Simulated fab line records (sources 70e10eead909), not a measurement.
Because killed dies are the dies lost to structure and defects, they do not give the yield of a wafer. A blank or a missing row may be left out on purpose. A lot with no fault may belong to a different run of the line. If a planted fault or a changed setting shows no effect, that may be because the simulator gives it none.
The tool behind it: which one? || flow nandHarc || 12 lots (36 wafers sampled), 1 step of a 1159-step route

## WHAT EACH GAUGE READ, for each wafer
NHARC_A_SLIT_INSPECT_11. Usual: rawDefectCount 25, standard deviation 13.
{"lot": "L745", "measured": "day 14 21:05", "on": "defectInspect-01", "rawDefectCount": "14 29 20", "flag": ""}
{"lot": "L747", "measured": "day 14 21:14", "on": "defectInspect-02", "rawDefectCount": "7 9 15", "flag": ""}
{"lot": "L746", "measured": "day 14 21:24", "on": "defectInspect-01", "rawDefectCount": "15 23 24", "flag": ""}
{"lot": "L750", "measured": "day 15 03:10", "on": "defectInspect-01", "rawDefectCount": "29 27 22", "flag": ""}
{"lot": "L748", "measured": "day 15 05:07", "on": "defectInspect-02", "rawDefectCount": "17 12 14", "flag": ""}
{"lot": "L754", "measured": "day 16 22:16", "on": "defectInspect-02", "rawDefectCount": "32 30 38", "flag": ""}
{"lot": "L759", "measured": "day 17 23:34", "on": "defectInspect-01", "rawDefectCount": "13 15 10", "flag": ""}
{"lot": "L757", "measured": "day 18 01:03", "on": "defectInspect-01", "rawDefectCount": "23 15 18", "flag": ""}
{"lot": "L762", "measured": "day 19 05:18", "on": "defectInspect-02", "rawDefectCount": "11 9 8", "flag": ""}
{"lot": "L761", "measured": "day 19 05:20", "on": "defectInspect-02", "rawDefectCount": "33 33 37", "flag": ""}
{"lot": "L764", "measured": "day 19 09:17", "on": "defectInspect-02", "rawDefectCount": "44 37 44", "flag": ""}
{"lot": "L767", "measured": "day 19 11:25", "on": "defectInspect-02", "rawDefectCount": "27 22 15", "flag": ""}

## TOOL THAT RAN EACH LOT (tool first, then ch and the chambers of the sampled wafers, then the start)
Record: no process step prior to these readings.

## WHAT THE TOOLS THEMSELVES READ (means of the sampled wafers that have a number; where no wafer has one, the mark that the record gives instead)
The record holds no such reading with a usual standard deviation.

## THE ANSWER, worked out from the rows above alone
Rule: lot off if the mean of its wafers having a number is beyond 3 standard deviations from the usual mean. Also off: a lot with no number at a reading for which 4 or more lots have one. The other lots that the step has rows for count as sound. After the gauges, taken in route order, come the tools' own readings; for these a lot's mean is taken, as printed above. At the first step where some lot is off, the reading lying furthest off is the one used; lots without a number count as furthest.
No lot is off on any of the readings shown, so nothing can be concluded from this.

## WHAT THE SIMULATOR PUT IN
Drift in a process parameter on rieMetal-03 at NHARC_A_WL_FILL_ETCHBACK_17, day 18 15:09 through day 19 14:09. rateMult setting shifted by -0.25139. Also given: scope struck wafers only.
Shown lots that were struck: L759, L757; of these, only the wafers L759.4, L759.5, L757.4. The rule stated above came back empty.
